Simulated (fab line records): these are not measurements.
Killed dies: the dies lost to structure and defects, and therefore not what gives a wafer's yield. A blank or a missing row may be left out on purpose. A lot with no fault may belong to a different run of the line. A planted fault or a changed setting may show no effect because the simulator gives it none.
Matching of chambers / flow nand harc / NHARC_A_BLC_ALD_23 on ald metal-03 has 4 sister chambers
The step deposits TiN, target thk 3 nm, pulse time 1 s, ald cycles 150. 4 wafers are shown with their chamber, then 12 later ones without.

== WAFERS, EACH WITH ITS CHAMBER ==
wafer=L081.4; chamber=0; heater power w (W)=1013
wafer=L087.5; chamber=1; heater power w (W)=1153
wafer=L085.3; chamber=3; heater power w (W)=978
wafer=L085.5; chamber=2; heater power w (W)=1055

== WAFERS WITH NO CHAMBER GIVEN ==
wafer=L089.2; heater power w (W)=1044
wafer=L089.5; heater power w (W)=1047
wafer=L089.6; heater power w (W)=977
wafer=L091.2; heater power w (W)=998
wafer=L091.4; heater power w (W)=1044
wafer=L091.6; heater power w (W)=998
wafer=L094.2; heater power w (W)=1058
wafer=L094.5; heater power w (W)=1046
wafer=L094.6; heater power w (W)=1003
wafer=L097.3; heater power w (W)=1069
wafer=L097.4; heater power w (W)=1030
wafer=L097.6; heater power w (W)=1152

== WHICH CHAMBER EACH ONE RAN IN ==
wafer=L089.2; from the rows above=can't be placed: 2 or 0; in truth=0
wafer=L089.5; from the rows above=2; in truth=2
wafer=L089.6; from the rows above=3; in truth=3
wafer=L091.2; from the rows above=can't be placed: 0 or 3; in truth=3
wafer=L091.4; from the rows above=can't be placed: 2 or 0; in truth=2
wafer=L091.6; from the rows above=can't be placed: 0 or 3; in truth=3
wafer=L094.2; from the rows above=2; in truth=2
wafer=L094.5; from the rows above=2; in truth=2
wafer=L094.6; from the rows above=can't be placed: 0 or 3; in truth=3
wafer=L097.3; from the rows above=2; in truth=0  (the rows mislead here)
wafer=L097.4; from the rows above=can't be placed: 0 or 2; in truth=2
wafer=L097.6; from the rows above=1; in truth=1
Correctly placed: 5 of 12. Not placeable from these rows: 6 (in 6, the candidates include the true chamber). Placed wrongly: 1.
How it was worked out, from the rows above alone: a wafer's distance from a chamber is the root of the sum, over the readings, of the square of ((its reading less the chamber's mean) divided by the reading's scatter). If the next closest chamber is less than 2 further off than the closest, the wafer can't be placed; otherwise it belongs to the closest. Each chamber's mean is taken over the wafers shown for it. The scatter (one wafer shown for each chamber): square how far every hidden wafer sits from the nearest shown wafer, average those squares and take the square root.
